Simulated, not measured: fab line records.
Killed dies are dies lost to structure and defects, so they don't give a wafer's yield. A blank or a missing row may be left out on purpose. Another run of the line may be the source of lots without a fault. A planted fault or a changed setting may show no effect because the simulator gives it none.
fab line records	flow n5-finfet	part 1 of 2: steps 1 to 22 of 32
record: lots: 5	wafers: 15	last-day: 17
route steps=1938 shown BEOL_M9@1424
lots that met no fault: taken from a fault-free run of the same line
start-h: hours from the record's opening day to when the first of the lot's shown wafers began	wait-h: how many hours have passed since the lot's step before this one	" the same as in the row above	L1.1+2: one row covering several wafers at once	- value missing, or start not given	* or withheld: withheld	< > ~ a bound
route shown NAME@n: a module of which the file shows steps, and the number in the route of the first	usual: mean/standard deviation of fault-free wafers	same: alike in all rows	chamber/n: place in a boat	sites: the reading at each site	_std_site: the values' standard deviation	_edge_site: inner sites' mean taken away from outer sites' mean	radius-mm: how far each site lies from the wafer's centre	mask NAME#n: copy n	behind: the last tool/chamber to shape the wafer	hold: reason for holding the lot/hours on hold/outcome of the hold	device: transistor that didn't switch, given as n, p or np	end of line: the same wafers' tests at the end of the route	a step without rows: its recipe alone	killed: dies lost to structure and defects at the first sort, not the wafer's yield	map: the dies of a wafer, with x for killed, . for not killed, _ for no die there
set.NAME: the setting as run; set.NAME@STEP: as run at that earlier step	model.NAME: the simulator's own value behind a step, which no gauge read
lots at some steps of the route; a table a step, a row a wafer
services: the hour from which a tool's chamber was out of use, counted from the record's first day as start-h (under 0 if before that day), plus the number of hours and why
== steps ==
step: N5_BEOL_M9_CD_MEAS_18
recipe: pitch-nm: 140	target-cd-nm: 70
usual: cd-nm: 70.2/0.75
lot.wafer	tool	chamber	start-h	wait-h	cd-nm
L078.1	cd-sem-02	-	227.25	0.0	70.8
L078.3	"	-	"	"	70.4
L078.5	"	-	"	"	70.2
L089.2	cd-sem-01	-	307.98	0.1	69.5
L089.4	"	-	"	"	69.0
L089.5	"	-	"	"	69.1
L092.2	cd-sem-01	-	323.82	0.1	70.9
L092.4	"	-	"	"	70.9
L092.5	"	-	"	"	71.9
L093.2	cd-sem-01	-	330.33	0.1	70.4
L093.4	"	-	"	"	69.6
L093.5	"	-	"	"	68.6
L095.3	cd-sem-01	-	350.93	0.1	70.9
L095.4	"	-	"	"	69.9
L095.6	"	-	"	"	70.4
step: N5_BEOL_M9_COAT_63
recipe: resist: SOC	temp-c: 250	time-s: 60	spin-rpm: 1500	resist-thk-nm: 60
lot.wafer	tool	chamber	start-h	wait-h
L078.1+3+5	litho-track-04	0	227.29	0.0
L089.2+4+5	litho-track-03	0	308.57	0.6
L092.2+4+5	litho-track-03	0	324.10	0.3
L093.2+4+5	litho-track-03	0	330.56	0.2
L095.3+4+6	litho-track-03	0	351.22	0.3
step: N5_BEOL_M9_COAT_64
recipe: resist: SiARC	temp-c: 220	time-s: 60	spin-rpm: 1500	resist-thk-nm: 12
lot.wafer	tool	chamber	start-h	wait-h
L078.1+3+5	litho-track-04	0	-	-
L089.2+4+5	litho-track-03	0	-	-
L092.2+4+5	litho-track-03	0	-	-
L093.2+4+5	litho-track-03	0	-	-
L095.3+4+6	litho-track-03	0	-	-
step: N5_BEOL_M9_COAT_75
recipe: resist: underlayer	temp-c: 205	time-s: 60	spin-rpm: 1500	resist-thk-nm: 5
lot.wafer	tool	chamber	start-h	wait-h
L078.1+3+5	litho-track-04	0	-	-
L089.2+4+5	litho-track-03	0	-	-
L092.2+4+5	litho-track-03	0	-	-
L093.2+4+5	litho-track-03	0	-	-
L095.3+4+6	litho-track-03	0	-	-
step: N5_BEOL_M9_COAT_22
recipe: resist: CAR-EUV	spin-rpm: 1500	resist-thk-nm: 30
lot.wafer	tool	chamber	start-h	wait-h
L078.1+3+5	litho-track-04	0	-	-
L089.2+4+5	litho-track-03	0	-	-
L092.2+4+5	litho-track-03	0	-	-
L093.2+4+5	litho-track-03	0	-	-
L095.3+4+6	litho-track-03	0	-	-
step: N5_BEOL_M9_EBR_24
recipe: solvent: PGMEA	ebr-width-mm: 1.5
lot.wafer	tool	chamber	start-h	wait-h
L078.1+3+5	litho-track-04	0	-	-
L089.2+4+5	litho-track-03	0	-	-
L092.2+4+5	litho-track-03	0	-	-
L093.2+4+5	litho-track-03	0	-	-
L095.3+4+6	litho-track-03	0	-	-
step: N5_BEOL_M9_SOFTBAKE_23
recipe: temp-c: 110	time-s: 60	resist: CAR-EUV
lot.wafer	tool	chamber	start-h	wait-h
L078.1+3+5	litho-track-04	0	-	-
L089.2+4+5	litho-track-03	0	-	-
L092.2+4+5	litho-track-03	0	-	-
L093.2+4+5	litho-track-03	0	-	-
L095.3+4+6	litho-track-03	0	-	-
step: N5_BEOL_M9_EXPOSE_25
recipe: mask-id: V8	na: 0.33	source-shape: annular	sigma-inner: 0.4	sigma-outer: 0.8	polarization: unpolarized	dose-mj: 37.25
usual: exposure-dose-mJ-cm2: 37.6/0.44	stage-msd-nm: 0.90/0.041
lot.wafer	tool	chamber	start-h	wait-h	mask	exposure-dose-mJ-cm2	stage-msd-nm
L078.1	euv-scanner-02	0	227.55	-	V8#0	38.0	0.86
L078.3	"	0	"	"	V8#0	38.1	0.87
L078.5	"	0	"	"	V8#0	38.1	0.86
L089.2	euv-scanner-02	0	308.83	-	V8#0	38.1	0.86
L089.4	"	0	"	"	V8#0	38.1	0.86
L089.5	"	0	"	"	V8#0	38.0	0.86
L092.2	euv-scanner-01	0	324.37	-	V8#0	37.2	0.95
L092.4	"	0	"	"	V8#0	37.2	0.95
L092.5	"	0	"	"	V8#0	37.2	0.95
L093.2	euv-scanner-02	0	330.83	-	V8#0	38.1	0.85
L093.4	"	0	"	"	V8#0	38.1	0.85
L093.5	"	0	"	"	V8#0	38.1	0.86
L095.3	euv-scanner-01	0	351.37	-	V8#0	37.2	0.95
L095.4	"	0	"	"	V8#0	37.3	0.95
L095.6	"	0	"	"	V8#0	37.2	0.95
step: N5_BEOL_M9_PEB_26
recipe: peb-temp-c: 100	peb-time-s: 60	resist: CAR-EUV
lot.wafer	tool	chamber	start-h	wait-h
L078.1+3+5	litho-track-01	0	227.61	0.1
L089.2+4+5	litho-track-04	0	308.89	0.0
L092.2+4+5	litho-track-03	0	324.42	0.0
L093.2+4+5	litho-track-01	0	330.89	0.0
L095.3+4+6	litho-track-04	0	351.42	0.0
step: N5_BEOL_M9_DEVELOP_27
recipe: develop-time-s: 30	developer: TMAH	resist: CAR-EUV	rinse-liquid: surfactant-rinse	dry: air-spin	dev-temp-c: 23
usual: developer-temp-C: 22.99/0.11
lot.wafer	tool	chamber	start-h	wait-h	developer-temp-C
L078.1	litho-track-01	0	-	-	22.96
L078.3	"	0	"	"	22.77
L078.5	"	0	"	"	22.88
L089.2	litho-track-04	0	-	-	23.12
L089.4	"	0	"	"	22.97
L089.5	"	0	"	"	23.01
L092.2	litho-track-03	0	-	-	23.09
L092.4	"	0	"	"	22.91
L092.5	"	0	"	"	23.04
L093.2	litho-track-01	0	-	-	22.96
L093.4	"	0	"	"	23.08
L093.5	"	0	"	"	22.89
L095.3	litho-track-04	0	-	-	23.23
L095.4	"	0	"	"	23.02
L095.6	"	0	"	"	23.18
step: N5_BEOL_M9_CD_MEAS_28
recipe: target-cd-nm: 70	landing-energy-ev: 500	detector: se-inlens	polarity: opening
usual: cd-nm: 69.94/0.28
lot.wafer	tool	chamber	start-h	wait-h	cd-nm
L078.1	cd-sem-02	0	227.68	-	69.77
L078.3	"	0	"	"	70.29
L078.5	"	0	"	"	69.89
L089.2	cd-sem-01	0	308.96	-	70.29
L089.4	"	0	"	"	70.38
L089.5	"	0	"	"	70.42
L092.2	cd-sem-02	0	324.49	-	70.04
L092.4	"	0	"	"	70.09
L092.5	"	0	"	"	69.80
L093.2	cd-sem-02	0	330.95	-	69.61
L093.4	"	0	"	"	69.96
L093.5	"	0	"	"	70.23
L095.3	cd-sem-02	0	351.49	-	70.19
L095.4	"	0	"	"	70.15
L095.6	"	0	"	"	69.84
step: N5_BEOL_M9_OVL_MEAS_29
recipe: points-per-wafer: 522
usual: V8_OVL: 0.2/0.82
lot.wafer	tool	chamber	start-h	wait-h	V8_OVL[nm]
L078.1	overlay-02	0	227.71	0.0	-0.5
L078.3	"	0	"	"	-1.4
L078.5	"	0	"	"	-2.0
L089.2	overlay-01	0	308.99	0.0	-0.3
L089.4	"	0	"	"	-0.9
L089.5	"	0	"	"	-0.2
L092.2	overlay-01	0	324.53	0.0	0.7
L092.4	"	0	"	"	-0.8
L092.5	"	0	"	"	1.2
L093.2	overlay-01	0	330.99	0.0	0.6
L093.4	"	0	"	"	1.1
L093.5	"	0	"	"	-0.2
L095.3	overlay-02	0	351.53	0.0	0.7
L095.4	"	0	"	"	0.1
L095.6	"	0	"	"	0.0
step: N5_BEOL_M9_INSPECT_30
recipe: mode: adi	inspect-instrument: brightfield
usual: raw-defect-count: 431/120
lot.wafer	tool	chamber	start-h	wait-h	raw-defect-count
L078.1	defect-inspect-01	-	227.77	0.1	382
L078.3	"	-	"	"	484
L078.5	"	-	"	"	354
L089.2	defect-inspect-01	-	309.05	0.0	400
L089.4	"	-	"	"	409
L089.5	"	-	"	"	355
L092.2	defect-inspect-02	-	324.58	0.0	750
L092.4	"	-	"	"	707
L092.5	"	-	"	"	834
L093.2	defect-inspect-01	-	331.04	0.0	465
L093.4	"	-	"	"	417
L093.5	"	-	"	"	337
L095.3	defect-inspect-01	-	351.58	0.0	650
L095.4	"	-	"	"	526
L095.6	"	-	"	"	365
step: N5_BEOL_M9_DESCUM_33
recipe: chemistry: O2	time-s: 7	source-power-w: 50	bias-power-w: 20	pressure-mtorr: 20	rf-frequency-hz: 2.712e+07	temp-c: 40	resist: CAR-EUV	o2-flow-sccm: 225
usual: drypump-motor-current-A: 5.5/0.4	oes-product-au: 0.76/0.071	rf-vpp-V: 242.5/1.6	showerhead-plenum-p-Torr: 2.05/0.074	throttle-valve-pct: 20.55/0.22
lot.wafer	tool	chamber	start-h	wait-h	drypump-motor-current-A	oes-product-au	rf-hours-counter-h	rf-vpp-V	showerhead-plenum-p-Torr	throttle-valve-pct
L078.1	rie-diel-03	3	227.80	0.0	5.7	0.75	169	241.8	1.99	20.78
L078.3	"	1	"	"	5.6	0.72	206	244.1	2.08	20.49
L078.5	"	0	"	"	5.7	0.74	-	240.5	1.94	20.61
L089.2	rie-diel-04	3	309.32	0.3	4.9	0.69	237	243.8	2.04	20.47
L089.4	"	1	"	"	5.5	0.88	47	243.3	2.13	20.78
L089.5	"	0	"	"	6.0	0.76	-	241.9	1.99	20.43
L092.2	rie-diel-03	1	325.20	0.6	5.6	0.69	242	242.6	2.07	20.54
L092.4	"	0	"	"	5.7	0.72	185	239.6	1.93	20.66
L092.5	"	0	"	"	5.7	0.72	-	238.1	1.93	20.69
L093.2	rie-diel-04	3	331.07	0.0	4.9	0.68	247	240.9	2.04	20.48
L093.4	"	2	"	"	4.9	0.84	86	241.1	2.03	20.35
L093.5	"	0	"	"	6.0	0.74	-	241.7	1.98	20.45
L095.3	rie-diel-04	2	351.61	0.0	4.8	0.83	94	242.5	2.03	20.35
L095.4	"	1	"	"	5.5	0.86	-	245.0	2.13	20.82
L095.6	"	0	"	"	6.0	0.73	-	241.9	1.98	20.46
step: N5_BEOL_M9_ETCH_76
recipe: chemistry: N2/H2	target: underlayer	target-depth-a: 65	mask-material: CAR-EUV	time-s: 5.2	ion-energy-ev: 200	pressure-mtorr: 30	source-w: 840	bias-w: 150	n2-flow-sccm: 200	h2-flow-sccm: 200	ends: cleared
usual: drypump-motor-current-A: 5.5/0.4	etch-rf-on-time-s: 5.24/0.11	oes-product-au: 0.64/0.061	rf-vpp-V: 522.3/2.8	showerhead-plenum-p-Torr: 2.49/0.09	throttle-valve-pct: 18.01/0.21
lot.wafer	tool	chamber	start-h	wait-h	drypump-motor-current-A	etch-rf-on-time-s	oes-product-au	rf-hours-counter-h	rf-vpp-V	showerhead-plenum-p-Torr	throttle-valve-pct
L078.1	rie-diel-03	3	227.83	0.0	5.7	5.35	0.63	169	521.7	2.43	18.19
L078.3	"	1	"	"	5.5	5.23	0.60	206	522.8	2.53	17.93
L078.5	"	0	"	"	5.7	5.38	0.63	-	519.0	2.35	18.10
L089.2	rie-diel-04	3	309.36	0.0	4.9	5.09	0.59	237	524.7	2.51	18.08
L089.4	"	1	"	"	5.5	5.18	0.75	47	523.3	2.58	18.15
L089.5	"	0	"	"	6.0	5.15	0.65	-	519.1	2.44	18.06
L092.2	rie-diel-03	1	325.23	0.0	5.6	5.26	0.58	242	522.6	2.51	17.99
L092.4	"	0	"	"	5.7	5.34	0.60	185	520.5	2.34	18.15
L092.5	"	0	"	"	5.7	5.40	0.60	-	520.8	2.34	18.16
L093.2	rie-diel-04	3	331.11	0.0	4.9	5.18	0.59	247	520.2	2.50	18.08
L093.4	"	2	"	"	4.8	5.26	0.69	86	521.2	2.47	17.71
L093.5	"	0	"	"	6.1	5.13	0.64	-	520.3	2.44	18.08
L095.3	rie-diel-04	2	351.65	0.0	4.8	5.25	0.69	94	520.6	2.47	17.73
L095.4	"	1	"	"	5.5	5.02	0.74	-	525.7	2.57	18.20
L095.6	"	0	"	"	6.0	5.11	0.64	-	520.0	2.44	18.06
step: N5_BEOL_M9_ETCH_65
recipe: chemistry: CF4	target: SiARC	target-depth-a: 156	mask-material: CAR-EUV	time-s: 26	ion-energy-ev: 80	pressure-mtorr: 40	source-w: 545	bias-w: 36	Ar_flow_sccm: 100	cf4-flow-sccm: 100	ends: cleared
usual: drypump-motor-current-A: 5.5/0.4	etch-rf-on-time-s: 26.2/0.54	oes-product-au: 0.64/0.061	rf-vpp-V: 183.4/1.2	showerhead-plenum-p-Torr: 2.10/0.075	throttle-valve-pct: 15.73/0.24
lot.wafer	tool	chamber	start-h	wait-h	drypump-motor-current-A	etch-rf-on-time-s	oes-product-au	rf-hours-counter-h	rf-vpp-V	showerhead-plenum-p-Torr	throttle-valve-pct
L078.1	rie-diel-03	3	227.85	0.0	5.7	26.3	0.63	169	182.8	2.05	16.05
L078.3	"	1	"	"	5.6	26.1	0.61	206	184.5	2.11	15.55
L078.5	"	0	"	"	5.7	26.5	0.64	-	182.9	1.98	15.67
L089.2	rie-diel-04	3	309.37	0.0	4.9	25.4	0.59	237	184.2	2.12	15.91
L089.4	"	1	"	"	5.5	25.7	0.75	47	185.3	2.18	15.87
L089.5	"	0	"	"	6.0	25.9	0.66	-	183.1	2.05	15.75
L092.2	rie-diel-03	1	325.25	0.0	5.6	26.4	0.59	242	184.7	2.10	15.61
L092.4	"	0	"	"	5.7	26.8	0.60	185	181.0	1.97	15.75
L092.5	"	0	"	"	5.6	26.7	0.61	-	182.4	1.97	15.77
L093.2	rie-diel-04	3	331.13	0.0	4.9	25.3	0.59	247	182.9	2.12	15.91
L093.4	"	2	"	"	4.8	25.8	0.70	86	182.3	2.08	15.47
L093.5	"	0	"	"	6.0	25.4	0.65	-	185.4	2.05	15.76
L095.3	rie-diel-04	2	351.66	0.0	4.8	26.1	0.69	94	183.7	2.07	15.47
L095.4	"	1	"	"	5.5	25.7	0.74	-	184.7	2.17	15.91
L095.6	"	0	"	"	6.0	26.0	0.64	-	183.6	2.04	15.76
step: N5_BEOL_M9_ETCH_66
recipe: chemistry: N2/H2	target: SOC	target-depth-a: 800	overetch-a: 160	mask-material: SiARC	temp-c: 40	time-s: 120	ion-energy-ev: 200	pressure-mtorr: 30	source-w: 840	bias-w: 150	n2-flow-sccm: 200	h2-flow-sccm: 200
usual: drypump-motor-current-A: 5.5/0.4	oes-product-au: 0.58/0.052	rf-vpp-V: 522.2/2.7	showerhead-plenum-p-Torr: 2.49/0.089	throttle-valve-pct: 17.97/0.21
lot.wafer	tool	chamber	start-h	wait-h	drypump-motor-current-A	oes-product-au	rf-hours-counter-h	rf-vpp-V	showerhead-plenum-p-Torr	throttle-valve-pct
L078.1	rie-diel-03	3	227.88	0.0	5.7	0.57	169	520.8	2.43	18.15
L078.3	"	1	"	"	5.6	0.54	206	522.7	2.53	17.88
L078.5	"	0	"	"	5.7	0.57	-	518.6	2.35	18.04
L089.2	rie-diel-04	3	309.40	0.0	4.9	0.52	237	521.9	2.51	18.00
L089.4	"	1	"	"	5.5	0.67	47	522.6	2.57	18.13
L089.5	"	0	"	"	6.0	0.59	-	520.8	2.44	17.99
L092.2	rie-diel-03	1	325.27	0.0	5.6	0.54	242	522.8	2.51	17.93
L092.4	"	0	"	"	5.7	0.55	185	517.1	2.34	18.10
L092.5	"	0	"	"	5.7	0.55	-	517.5	2.34	18.10
L093.2	rie-diel-04	3	331.15	0.0	4.9	0.52	247	522.9	2.50	18.02
L093.4	"	2	"	"	4.8	0.63	86	521.1	2.47	17.67
L093.5	"	0	"	"	6.0	0.57	-	519.5	2.44	18.01
L095.3	rie-diel-04	2	351.69	0.0	4.8	0.62	94	520.4	2.47	17.69
L095.4	"	1	"	"	5.5	0.66	-	524.1	2.57	18.18
L095.6	"	0	"	"	6.0	0.56	-	520.0	2.44	18.03
step: N5_BEOL_M9_STRIP_69
recipe: chemistry: N2/H2	temp-c: 40	n2-flow-sccm: 200	h2-flow-sccm: 200	rf-frequency-hz: 6e+07
lot.wafer	tool	chamber	start-h	wait-h
L078.1+3+5	rie-diel-03	3,1,0	227.96	0.0
L089.2+4+5	rie-diel-04	3,1,0	309.48	0.0
L092.2+4+5	rie-diel-03	1,0,0	325.36	0.0
L093.2+4+5	rie-diel-04	3,2,0	331.23	0.0
L095.3+4+6	rie-diel-04	2,1,0	351.77	0.0
step: N5_BEOL_M9_STRIP_77
recipe: chemistry: N2/H2	temp-c: 40	n2-flow-sccm: 200	h2-flow-sccm: 200	rf-frequency-hz: 6e+07
lot.wafer	tool	chamber	start-h	wait-h
L078.1+3+5	rie-diel-03	3,1,0	227.97	0.0
L089.2+4+5	rie-diel-04	3,1,0	309.49	0.0
L092.2+4+5	rie-diel-03	1,0,0	325.37	0.0
L093.2+4+5	rie-diel-04	3,2,0	331.24	0.0
L095.3+4+6	rie-diel-04	2,1,0	351.78	0.0
step: N5_BEOL_M9_VIA_ETCH_34
recipe: chemistry: C4F6/O2	target: SiCOH_lowk	target-depth-a: 1824	mask-material: SOC	taper-deg: 4	time-s: 68.4	ion-energy-ev: 250	pressure-mtorr: 30	source-w: 345	bias-w: 185	Ar_flow_sccm: 300	C4F6_flow_sccm: 10	O2_flow_sccm: 10
usual: drypump-motor-current-A: 5.5/0.4	oes-product-au: 0.75/0.07	rf-vpp-V: 665/11	showerhead-plenum-p-Torr: 2.78/0.098	throttle-valve-pct: 20.97/0.2
lot.wafer	tool	chamber	start-h	wait-h	drypump-motor-current-A	oes-product-au	rf-hours-counter-h	rf-vpp-V	showerhead-plenum-p-Torr	throttle-valve-pct
L078.1	rie-diel-03	3	227.98	0.0	5.7	0.74	169	657	2.71	21.20
L078.3	"	1	"	"	5.6	0.71	206	684	2.79	20.72
L078.5	"	0	"	"	5.7	0.74	-	659	2.63	20.99
L089.2	rie-diel-04	3	309.50	0.0	4.9	0.69	237	656	2.81	21.09
L089.4	"	1	"	"	5.5	0.87	47	666	2.87	21.10
L089.5	"	0	"	"	6.0	0.76	-	684	2.72	20.92
L092.2	rie-diel-03	1	325.38	0.0	5.6	0.69	242	685	2.78	20.77
L092.4	"	0	"	"	5.7	0.71	186	660	2.62	21.05
L092.5	"	0	"	"	5.7	0.71	-	659	2.62	21.04
L093.2	rie-diel-04	3	331.25	0.0	4.9	0.68	247	655	2.80	21.10
L093.4	"	2	"	"	4.9	0.82	86	650	2.77	20.80
L093.5	"	0	"	"	6.0	0.76	-	686	2.71	20.94
L095.3	rie-diel-04	2	351.79	0.0	4.9	0.81	94	649	2.77	20.84
L095.4	"	1	"	"	5.5	0.86	-	666	2.86	21.12
L095.6	"	0	"	"	6.0	0.75	-	685	2.71	20.96
step: N5_BEOL_M9_STRIP_73
recipe: chemistry: C4F6/O2	resist: SiARC	rf-frequency-hz: 6e+07
lot.wafer	tool	chamber	start-h	wait-h
L078.1+3+5	rie-diel-03	3,1,0	228.03	0.0
L089.2+4+5	rie-diel-04	3,1,0	309.55	0.0
L092.2+4+5	rie-diel-03	1,0,0	325.43	0.0
L093.2+4+5	rie-diel-04	3,2,0	331.31	0.0
L095.3+4+6	rie-diel-04	2,1,0	351.84	0.0
step: N5_BEOL_M9_STRIP_36
recipe: chemistry: N2/H2	power-w: 450	temp-c: 40	pressure-mtorr: 20	rf-frequency-hz: 6e+07	overash-fraction: 0.3	bias-power-w: 7	h2-frac: 0.5	n2-flow-sccm: 200	h2-flow-sccm: 200
usual: drypump-motor-current-A: 5.5/0.4	oes-product-au: 0.76/0.073	rf-vpp-V: 58.9/1.3	showerhead-plenum-p-Torr: 2.49/0.09	throttle-valve-pct: 23.81/0.27
lot.wafer	tool	chamber	start-h	wait-h	drypump-motor-current-A	oes-product-au	rf-hours-counter-h	rf-vpp-V	showerhead-plenum-p-Torr	throttle-valve-pct
L078.1	rie-diel-03	3	228.04	0.0	5.7	0.75	169	62.1	2.43	23.85
L078.3	"	1	"	"	5.6	0.72	206	60.3	2.53	23.76
L078.5	"	0	"	"	5.7	0.75	-	56.0	2.35	23.98
L089.2	rie-diel-04	3	309.56	0.0	4.9	0.70	237	58.8	2.50	23.69
L089.4	"	1	"	"	5.5	0.89	47	59.0	2.57	24.19
L089.5	"	0	"	"	6.1	0.77	-	56.9	2.44	23.84
L092.2	rie-diel-03	1	325.44	0.0	5.5	0.70	242	60.0	2.51	23.84
L092.4	"	0	"	"	5.7	0.72	186	59.7	2.33	24.04
L092.5	"	0	"	"	5.7	0.73	-	59.7	2.33	24.03
L093.2	rie-diel-04	3	331.32	0.0	5.0	0.67	247	58.8	2.50	23.71
L093.4	"	2	"	"	4.8	0.83	86	57.8	2.47	23.49
L093.5	"	0	"	"	6.0	0.75	-	57.4	2.44	23.79
L095.3	rie-diel-04	2	351.85	0.0	4.9	0.83	94	58.1	2.46	23.50
L095.4	"	1	"	"	5.5	0.86	-	58.5	2.56	24.23
L095.6	"	0	"	"	6.0	0.74	-	57.8	2.43	23.83
